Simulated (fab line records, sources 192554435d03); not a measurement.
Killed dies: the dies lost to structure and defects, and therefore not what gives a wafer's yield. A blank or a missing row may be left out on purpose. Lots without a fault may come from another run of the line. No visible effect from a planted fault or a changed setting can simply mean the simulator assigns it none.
Chamber matching :: flow n5Finfet :: rieDiel-04 running N5_BEOL_M3_ETCH_77: 4 sister chambers
The step etches underlayer in N2/H2, target depth 6.5 nm, time 5.2 s. 8 wafers are shown with their chamber, then 10 later ones without.

## WAFERS WITH THEIR CHAMBER
wafer: L077.3
chamber: 1
throttleValvePct (%): 17.84
showerheadPlenumPTorr (Torr): 2.70

wafer: L081.6
chamber: 3
throttleValvePct (%): 17.52
showerheadPlenumPTorr (Torr): 2.70

wafer: L082.2
chamber: 1
throttleValvePct (%): 17.87
showerheadPlenumPTorr (Torr): 2.69

wafer: L085.1
chamber: 2
throttleValvePct (%): 17.37
showerheadPlenumPTorr (Torr): 2.70

wafer: L085.2
chamber: 3
throttleValvePct (%): 17.56
showerheadPlenumPTorr (Torr): 2.69

wafer: L085.3
chamber: 0
throttleValvePct (%): 17.67
showerheadPlenumPTorr (Torr): 2.51

wafer: L088.1
chamber: 0
throttleValvePct (%): 17.65
showerheadPlenumPTorr (Torr): 2.51

wafer: L088.4
chamber: 2
throttleValvePct (%): 17.39
showerheadPlenumPTorr (Torr): 2.70

## WAFERS WITHOUT THEIR CHAMBER
wafer: L088.5
throttleValvePct (%): 17.65
showerheadPlenumPTorr (Torr): 2.51

wafer: L087.3
throttleValvePct (%): 17.40
showerheadPlenumPTorr (Torr): 2.70

wafer: L087.4
throttleValvePct (%): 17.67
showerheadPlenumPTorr (Torr): 2.51

wafer: L087.5
throttleValvePct (%): 17.53
showerheadPlenumPTorr (Torr): 2.69

wafer: L089.1
throttleValvePct (%): 17.53
showerheadPlenumPTorr (Torr): 2.69

wafer: L089.2
throttleValvePct (%): 17.34
showerheadPlenumPTorr (Torr): 2.69

wafer: L089.6
throttleValvePct (%): 17.38
showerheadPlenumPTorr (Torr): 2.69

wafer: L092.1
throttleValvePct (%): 17.53
showerheadPlenumPTorr (Torr): 2.69

wafer: L092.2
throttleValvePct (%): 17.89
showerheadPlenumPTorr (Torr): 2.68

wafer: L092.5
throttleValvePct (%): 17.88
showerheadPlenumPTorr (Torr): 2.69

## THE CHAMBER EACH PASSED THROUGH
wafer: L088.5
from the rows above: 0
in truth: 0

wafer: L087.3
from the rows above: 2
in truth: 2

wafer: L087.4
from the rows above: 0
in truth: 0

wafer: L087.5
from the rows above: 3
in truth: 3

wafer: L089.1
from the rows above: 3
in truth: 3

wafer: L089.2
from the rows above: 2
in truth: 2

wafer: L089.6
from the rows above: 2
in truth: 2

wafer: L092.1
from the rows above: 3
in truth: 3

wafer: L092.2
from the rows above: 1
in truth: 1

wafer: L092.5
from the rows above: 1
in truth: 1
Correct placement for 10 of the 10. Number that these rows cannot place: 0. Number placed wrongly: 0.
How it was worked out, from the rows above alone: a wafer's distance from a chamber is the root of the sum, over the readings, of the square of ((its reading less the chamber's mean) divided by the reading's scatter). If the next closest chamber is less than 2 further off than the closest, the wafer can't be placed; otherwise it belongs to the closest. For every chamber, the mean is computed from those of its wafers that are shown. The scatter is the square root of a quotient: the sum, over the shown wafers, of each reading's squared deviation from its chamber's mean, divided by wafers minus chambers.
